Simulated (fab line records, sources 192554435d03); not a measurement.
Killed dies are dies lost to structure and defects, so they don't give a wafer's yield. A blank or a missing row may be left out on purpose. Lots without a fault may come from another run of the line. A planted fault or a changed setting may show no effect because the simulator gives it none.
Which tool did it? | flow n5_finfet | 24 lots, 72 wafers sampled, at 6 steps of a route of 1938

WHAT THE GAUGES READ, wafer by wafer
N5_MOL_CONTACT_COAG_INSPECT_42: inspects for defects (brightfield). Usual: raw_defect_count 199, standard deviation 57.
lot  | measured     | on                | raw_defect_count | flag
L074 | day 5 03:13  | defect_inspect-02 | 164 203 251      |
L075 | day 5 15:39  | defect_inspect-02 | 227 245 257      |
L076 | day 5 19:17  | defect_inspect-02 | 211 234 294      |
L077 | day 6 00:37  | defect_inspect-01 | 151 188 170      |
L078 | day 6 06:13  | defect_inspect-01 | 161 210 168      |
L079 | day 6 08:04  | defect_inspect-01 | 179 176 116      |
L080 | day 6 20:17  | defect_inspect-01 | 155 143 206      |
L081 | day 6 23:42  | defect_inspect-02 | 156 110 172      |
L082 | day 7 07:49  | defect_inspect-01 | 193 236 214      |
L084 | day 7 14:35  | defect_inspect-02 | 147 196 204      |
L083 | day 7 17:47  | defect_inspect-01 | 362 270 218      |
L085 | day 8 01:10  | defect_inspect-02 | 212 161 254      |
L086 | day 8 04:38  | defect_inspect-01 | 124 125 122      |
L087 | day 8 08:08  | defect_inspect-01 | 251 275 296      |
L088 | day 8 13:25  | defect_inspect-02 | 218 217 207      |
L089 | day 9 00:28  | defect_inspect-01 | 199 285 139      |
L090 | day 9 02:52  | defect_inspect-01 | 382 326 325      |
L091 | day 9 09:41  | defect_inspect-02 | 221 237 211      |
L092 | day 9 19:47  | defect_inspect-01 | 155 125 134      |
L093 | day 9 21:22  | defect_inspect-02 | 231 174 152      |
L094 | day 10 04:26 | defect_inspect-01 | 140 129 116      |
L095 | day 10 12:05 | defect_inspect-01 | 193 168 120      |
L096 | day 10 15:39 | defect_inspect-01 | 151 215 167      |
L097 | day 10 21:37 | defect_inspect-01 | 194 184 110      |

N5_MOL_CONTACT_COAG_INSPECT_97: inspects for defects (darkfield). Usual: raw_defect_count 48, standard deviation 21.
lot  | measured     | on                | raw_defect_count | flag
L074 | day 5 08:41  | defect_inspect-02 | 47 84 57         |
L075 | day 5 21:08  | defect_inspect-01 | 44 35 30         |
L076 | day 6 00:09  | defect_inspect-02 | 77 38 64         |
L077 | day 6 05:19  | defect_inspect-01 | 65 60 65         |
L078 | day 6 10:52  | defect_inspect-01 | 45 42 57         |
L079 | day 6 13:52  | defect_inspect-01 | 58 30 35         |
L080 | day 7 01:09  | defect_inspect-01 | 71 66 65         |
L081 | day 7 04:34  | defect_inspect-01 | 31 29 27         |
L082 | day 7 12:29  | defect_inspect-02 | 31 23 36         |
L084 | day 7 19:19  | defect_inspect-02 | 37 40 66         |
L083 | day 7 22:35  | defect_inspect-02 | 24 30 37         |
L085 | day 8 05:53  | defect_inspect-02 | 42 63 25         |
L086 | day 8 09:38  | defect_inspect-02 | 51 51 32         |
L087 | day 8 12:51  | defect_inspect-02 | 43 42 37         |
L088 | day 8 18:43  | defect_inspect-01 | 91 94 73         |
L089 | day 9 05:49  | defect_inspect-02 | 29 59 66         |
L090 | day 9 08:49  | defect_inspect-01 | 45 43 31         |
L091 | day 9 14:23  | defect_inspect-02 | 31 61 31         |
L092 | day 10 00:59 | defect_inspect-01 | 16 40 29         |
L093 | day 10 03:56 | defect_inspect-01 | 45 36 26         |
L094 | day 10 09:07 | defect_inspect-01 | 39 63 39         |
L095 | day 10 17:19 | defect_inspect-01 | 44 66 101        |
L096 | day 10 20:21 | defect_inspect-01 | 57 37 40         |
L097 | day 11 02:28 | defect_inspect-02 | 34 74 28         |

N5_BEOL_M0_CUTY_CD_MEAS_57: target cd 200 nm. Usual: cd_nm 199.9 nm, standard deviation 0.85.
lot  | measured     | on        | cd_nm (nm)        | flag
L074 | day 5 17:13  | cd_sem-01 | 200.4 201.4 201.0 |
L075 | day 6 05:36  | cd_sem-01 | 199.0 198.3 199.5 |
L076 | day 6 09:32  | cd_sem-03 | 199.1 199.9 200.6 |
L077 | day 6 13:25  | cd_sem-03 | 199.8 199.6 199.4 |
L078 | day 6 20:08  | cd_sem-02 | 199.2 199.5 200.0 |
L079 | day 6 22:16  | cd_sem-03 | 199.4 199.5 199.6 |
L080 | day 7 09:08  | cd_sem-02 | 200.6 201.3 200.0 |
L081 | day 7 12:07  | cd_sem-02 | 201.3 201.5 201.5 |
L082 | day 7 19:50  | cd_sem-02 | 200.2 199.0 200.1 |
L084 | day 8 04:28  | cd_sem-02 | 199.5 199.5 200.4 |
L083 | day 8 06:33  | cd_sem-01 | 199.7 199.6 199.2 |
L085 | day 8 12:51  | cd_sem-02 | 200.7 199.9 200.1 |
L086 | day 8 17:20  | cd_sem-02 | 199.7 199.8 201.6 |
L087 | day 8 21:41  | cd_sem-01 | 199.2 199.4 198.8 |
L088 | day 9 03:47  | cd_sem-02 | 199.7 199.2 200.3 |
L089 | day 9 12:35  | cd_sem-01 | 199.4 199.7 199.5 |
L090 | day 9 15:43  | cd_sem-01 | 199.8 200.1 200.8 |
L091 | day 9 21:54  | cd_sem-03 | 200.9 198.8 199.5 |
L092 | day 10 09:28 | cd_sem-01 | 199.6 199.7 199.8 |
L093 | day 10 13:44 | cd_sem-02 | 200.6 200.1 200.6 |
L094 | day 10 17:13 | cd_sem-03 | 199.8 198.4 199.4 |
L095 | day 11 00:46 | cd_sem-03 | 199.9 198.2 198.9 |
L096 | day 11 05:17 | cd_sem-03 | 199.9 199.1 198.8 |
L097 | day 11 10:16 | cd_sem-03 | 198.5 198.0 198.5 |

WHICH TOOL RAN EACH LOT (tool, then ch and the chambers of the sampled wafers, then the start)
lot  | N5_MOL_CONTACT_COAG_DESCUM_45      | N5_BEOL_M0_SAQP_DESCUM_19          | N5_BEOL_M0_SAQP_MANDREL_ETCH_20
L074 | rie_diel-01 ch 0,1,3, day 5 03:15  | rie_diel-03 ch 0,2,3, day 5 11:30  | rie_si-05 ch 0,1,3, day 5 11:46
L075 | rie_diel-06 ch 1,2,3, day 5 15:47  | rie_diel-04 ch 1,2,3, day 5 23:00  | rie_si-05 ch 0,2, day 5 23:16
L076 | rie_diel-06 ch 2,3, day 5 19:19    | rie_diel-04 ch 0,1,2, day 6 02:36  | rie_si-03 ch 0,1,2, day 6 02:52
L077 | rie_diel-01 ch 2,3, day 6 00:39    | rie_diel-04 ch 0,2,3, day 6 08:02  | rie_si-03 ch 0,3, day 6 08:19
L078 | rie_diel-02 ch 0,1, day 6 06:14    | rie_diel-05 ch 0,2,3, day 6 13:25  | rie_si-03 ch 0,3, day 6 13:42
L079 | rie_diel-02 ch 0,2,3, day 6 08:07  | rie_diel-03 ch 1,2, day 6 15:20    | rie_si-03 ch 1,2,3, day 6 15:37
L080 | rie_diel-02 ch 0,2,3, day 6 20:22  | rie_diel-05 ch 0,1, day 7 03:16    | rie_si-03 ch 0,3, day 7 03:33
L081 | rie_diel-02 ch 0,1,2, day 6 23:44  | rie_diel-04 ch 1,2,3, day 7 06:49  | rie_si-05 ch 0,1,3, day 7 07:06
L082 | rie_diel-01 ch 1,2, day 7 07:51    | rie_diel-03 ch 1,2, day 7 14:07    | rie_si-03 ch 0,3, day 7 14:23
L084 | rie_diel-06 ch 1,2,3, day 7 14:37  | rie_diel-03 ch 0,3, day 7 23:01    | rie_si-03 ch 0,3, day 7 23:17
L083 | rie_diel-02 ch 0,1,3, day 7 17:55  | rie_diel-05 ch 1,2, day 8 00:55    | rie_si-01 ch 0,1, day 8 01:11
L085 | rie_diel-02 ch 1,3, day 8 01:13    | rie_diel-05 ch 2,3, day 8 07:12    | rie_si-01 ch 0,3, day 8 07:28
L086 | rie_diel-06 ch 0,1,2, day 8 04:40  | rie_diel-05 ch 1,2,3, day 8 12:04  | rie_si-03 ch 0,2, day 8 12:21
L087 | rie_diel-02 ch 1,2,3, day 8 08:10  | rie_diel-05 ch 0,3, day 8 15:50    | rie_si-05 ch 1,2, day 8 16:07
L088 | rie_diel-02 ch 2,3, day 8 13:27    | rie_diel-05 ch 0,1, day 8 21:50    | rie_si-03 ch 0,1,2, day 8 22:07
L089 | rie_diel-01 ch 0,1,3, day 9 01:07  | rie_diel-03 ch 0,1,3, day 9 07:26  | rie_si-03 ch 1,2,3, day 9 07:43
L090 | rie_diel-06 ch 0,1,2, day 9 02:55  | rie_diel-05 ch 0,1,3, day 9 10:31  | rie_si-05 ch 0,1,3, day 9 10:48
L091 | rie_diel-02 ch 0,1, day 9 09:43    | rie_diel-04 ch 0,2,3, day 9 16:17  | rie_si-01 ch 2,3, day 9 16:34
L092 | rie_diel-06 ch 0,1,2, day 9 19:59  | rie_diel-04 ch 1,2,3, day 10 03:59 | rie_si-01 ch 1,2, day 10 04:16
L093 | rie_diel-02 ch 0,1,3, day 9 21:23  | rie_diel-04 ch 0,2, day 10 07:46   | rie_si-03 ch 0,2,3, day 10 08:03
L094 | rie_diel-06 ch 0,2,3, day 10 04:29 | rie_diel-04 ch 0,1,2, day 10 11:11 | rie_si-05 ch 0,2,3, day 10 11:27
L095 | rie_diel-01 ch 0,1,3, day 10 12:07 | rie_diel-05 ch 0,2,3, day 10 19:27 | rie_si-03 ch 0,1,3, day 10 19:43
L096 | rie_diel-01 ch 0,1, day 10 15:44   | rie_diel-05 ch 0,1,2, day 10 23:11 | rie_si-05 ch 0,1,2, day 10 23:28
L097 | rie_diel-06 ch 0,1,2, day 10 21:50 | rie_diel-03 ch 0,1,3, day 11 04:24 | rie_si-03 ch 0,2, day 11 04:41
- N5_MOL_CONTACT_COAG_DESCUM_45: chemistry O2, time 7 s.
- N5_BEOL_M0_SAQP_DESCUM_19: chemistry O2, time 7.9 s.
- N5_BEOL_M0_SAQP_MANDREL_ETCH_20: etches a-Si in HBr/Cl2, stops on SiNx, target depth 60 nm, bt time 10 s, time 30 s.

WHAT THE TOOLS THEMSELVES READ (means of the sampled wafers that have a number; where no wafer has one, the mark that the record gives instead)
N5_MOL_CONTACT_COAG_DESCUM_45. Usual: drypump_motor_current_A 5.8 A, standard deviation 0.48; oes_product_au 0.78 a.u., standard deviation 0.081; rf_vpp_V 243.6 V, standard deviation 1.4; showerhead_plenum_p_Torr 2.11 Torr, standard deviation 0.083; throttle_valve_pct 20.41 %, standard deviation 0.22.
lot  | tool        | drypump_motor_current_A (A) | oes_product_au (a.u.) | rf_vpp_V (V) | showerhead_plenum_p_Torr (Torr) | throttle_valve_pct (%) | flag
L074 | rie_diel-01 | 5.8                         | 0.82                  | 244.2        | 2.14                            | 20.34                  |
L075 | rie_diel-06 | 5.6                         | 0.74                  | 244.3        | 2.11                            | 20.63                  |
L076 | rie_diel-06 | 5.8                         | 0.76                  | 244.1        | 2.15                            | 20.72                  |
L077 | rie_diel-01 | 5.4                         | 0.73                  | 244.8        | 2.17                            | 20.63                  |
L078 | rie_diel-02 | 6.2                         | 0.71                  | 243.6        | 2.10                            | 20.44                  |
L079 | rie_diel-02 | 5.8                         | 0.75                  | 243.3        | 2.07                            | 20.29                  |
L080 | rie_diel-02 | 5.8                         | 0.75                  | 242.4        | 2.07                            | 20.30                  |
L081 | rie_diel-02 | 6.0                         | 0.73                  | 244.0        | 2.11                            | 20.39                  |
L082 | rie_diel-01 | 5.2                         | 0.76                  | 244.1        | 2.17                            | 20.56                  |
L084 | rie_diel-06 | 5.6                         | 0.82                  | 243.5        | 2.10                            | 20.52                  |
L083 | rie_diel-02 | 6.0                         | 0.71                  | 242.4        | 2.05                            | 20.39                  |
L085 | rie_diel-02 | 6.1                         | 0.74                  | 242.3        | 2.06                            | 20.33                  |
L086 | rie_diel-06 | 5.4                         | 0.86                  | 242.8        | 2.09                            | 20.39                  |
L087 | rie_diel-02 | 6.2                         | 0.74                  | 244.0        | 2.12                            | 20.36                  |
L088 | rie_diel-02 | 6.0                         | 0.77                  | 244.1        | 2.14                            | 20.29                  |
L089 | rie_diel-01 | 5.8                         | 0.78                  | 243.8        | 2.13                            | 20.39                  |
L090 | rie_diel-06 | 5.4                         | 0.84                  | 243.1        | 2.09                            | 20.40                  |
L091 | rie_diel-02 | 6.2                         | 0.78                  | 244.7        | 2.18                            | 20.37                  |
L092 | rie_diel-06 | 5.4                         | 0.84                  | 242.9        | 2.08                            | 20.42                  |
L093 | rie_diel-02 | 5.9                         | 0.79                  | 243.9        | 2.13                            | 20.28                  |
L094 | rie_diel-06 | 5.8                         | 0.79                  | 243.9        | 2.10                            | 20.58                  |
L095 | rie_diel-01 | 5.8                         | 0.77                  | 243.9        | 2.12                            | 20.41                  |
L096 | rie_diel-01 | 5.6                         | 0.79                  | 244.2        | 2.13                            | 20.32                  |
L097 | rie_diel-06 | 5.4                         | 0.83                  | 243.1        | 2.08                            | 20.42                  |

N5_BEOL_M0_SAQP_DESCUM_19. Usual: drypump_motor_current_A 5.6 A, standard deviation 0.48; oes_product_au 0.80 a.u., standard deviation 0.074; rf_vpp_V 243.4 V, standard deviation 1.6; showerhead_plenum_p_Torr 2.11 Torr, standard deviation 0.082; throttle_valve_pct 20.40 %, standard deviation 0.19.
lot  | tool        | drypump_motor_current_A (A) | oes_product_au (a.u.) | rf_vpp_V (V) | showerhead_plenum_p_Torr (Torr) | throttle_valve_pct (%) | flag
L074 | rie_diel-03 | 5.9                         | 0.78                  | 242.9        | 2.06                            | 20.51                  |
L075 | rie_diel-04 | 5.4                         | 0.79                  | 242.7        | 2.07                            | 20.40                  |
L076 | rie_diel-04 | 5.5                         | 0.79                  | 243.9        | 2.10                            | 20.41                  |
L077 | rie_diel-04 | 5.6                         | 0.75                  | 243.6        | 2.09                            | 20.28                  |
L078 | rie_diel-05 | 5.7                         | 0.83                  | 243.1        | 2.11                            | 20.43                  |
L079 | rie_diel-03 | 6.1                         | 0.82                  | 243.3        | 2.08                            | 20.24                  |
L080 | rie_diel-05 | 6.0                         | 0.88                  | 242.6        | 2.11                            | 20.50                  |
L081 | rie_diel-04 | 5.4                         | 0.78                  | 242.6        | 2.07                            | 20.41                  |
L082 | rie_diel-03 | 6.1                         | 0.78                  | 241.8        | 2.04                            | 20.34                  |
L084 | rie_diel-03 | 5.6                         | 0.81                  | 243.7        | 2.14                            | 20.52                  |
L083 | rie_diel-05 | 5.3                         | 0.88                  | 245.5        | 2.22                            | 20.25                  |
L085 | rie_diel-05 | 5.4                         | 0.76                  | 243.8        | 2.11                            | 20.32                  |
L086 | rie_diel-05 | 5.3                         | 0.81                  | 244.8        | 2.16                            | 20.29                  |
L087 | rie_diel-05 | 6.0                         | 0.82                  | 242.5        | 2.05                            | 20.53                  |
L088 | rie_diel-05 | 5.6                         | 0.87                  | 243.7        | 2.15                            | 20.36                  |
L089 | rie_diel-03 | 5.8                         | 0.80                  | 243.2        | 2.10                            | 20.50                  |
L090 | rie_diel-05 | 5.7                         | 0.81                  | 243.4        | 2.10                            | 20.41                  |
L091 | rie_diel-04 | 5.7                         | 0.73                  | 244.0        | 2.08                            | 20.33                  |
L092 | rie_diel-04 | 5.4                         | 0.76                  | 242.6        | 2.06                            | 20.45                  |
L093 | rie_diel-04 | 5.3                         | 0.73                  | 243.7        | 2.13                            | 20.29                  |
L094 | rie_diel-04 | 5.5                         | 0.77                  | 242.2        | 2.09                            | 20.46                  |
L095 | rie_diel-05 | 5.7                         | 0.79                  | 243.4        | 2.10                            | 20.47                  |
L096 | rie_diel-05 | 5.7                         | 0.84                  | 244.7        | 2.15                            | 20.42                  |
L097 | rie_diel-03 | 5.8                         | 0.79                  | 243.4        | 2.10                            | 20.52                  |

N5_BEOL_M0_SAQP_MANDREL_ETCH_20. Usual: drypump_motor_current_A 5.7 A, standard deviation 0.6; oes_product_au 0.777 a.u., standard deviation 0.012; throttle_valve_pct 35.34 %, standard deviation 0.26.
lot  | tool      | drypump_motor_current_A (A) | oes_product_au (a.u.) | throttle_valve_pct (%) | flag
L074 | rie_si-05 | 5.6                         | 0.777                 | 35.40                  |
L075 | rie_si-05 | 5.1                         | 0.789                 | 35.26                  |
L076 | rie_si-03 | 5.7                         | 0.765                 | 35.27                  |
L077 | rie_si-03 | 5.9                         | 0.775                 | 35.59                  |
L078 | rie_si-03 | 5.4                         | 0.762                 | 35.61                  |
L079 | rie_si-03 | 6.2                         | 0.772                 | 35.26                  |
L080 | rie_si-03 | 5.9                         | 0.772                 | 35.58                  |
L081 | rie_si-05 | 5.6                         | 0.779                 | 35.40                  |
L082 | rie_si-03 | 5.9                         | 0.773                 | 35.59                  |
L084 | rie_si-03 | 5.4                         | 0.754                 | 35.61                  |
L083 | rie_si-01 | 5.7                         | 0.787                 | 35.17                  |
L085 | rie_si-01 | 5.7                         | 0.780                 | 35.27                  |
L086 | rie_si-03 | 5.2                         | 0.764                 | 35.42                  |
L087 | rie_si-05 | 4.9                         | 0.788                 | 35.07                  |
L088 | rie_si-03 | 5.7                         | 0.767                 | 35.27                  |
L089 | rie_si-03 | 6.2                         | 0.779                 | 35.24                  |
L090 | rie_si-05 | 5.6                         | 0.783                 | 35.39                  |
L091 | rie_si-01 | 5.6                         | 0.773                 | 35.20                  |
L092 | rie_si-01 | 5.7                         | 0.783                 | 35.12                  |
L093 | rie_si-03 | 5.7                         | 0.766                 | 35.40                  |
L094 | rie_si-05 | 5.3                         | 0.781                 | 35.46                  |
L095 | rie_si-03 | 6.0                         | 0.774                 | 35.44                  |
L096 | rie_si-05 | 5.3                         | 0.779                 | 35.25                  |
L097 | rie_si-03 | 5.4                         | 0.771                 | 35.22                  |

THE ANSWER, worked out from the rows above alone
Rule: a lot is off if the mean of its wafers that have a number lies more than 3 standard deviations from the usual mean. A lot without any number at a reading at which 4 lots or more have one is off too. The other lots that the step has rows for count as sound. The gauges are gone through in route order, then the tools' own readings, and for those a lot's mean is taken as printed above. The first step at which some lot is off is used, and at that step the reading that is off furthest; a lot without a number counts as furthest.
No lot is off at any reading shown: from this, nothing can be told.

WHAT THE SIMULATOR HAD PUT IN
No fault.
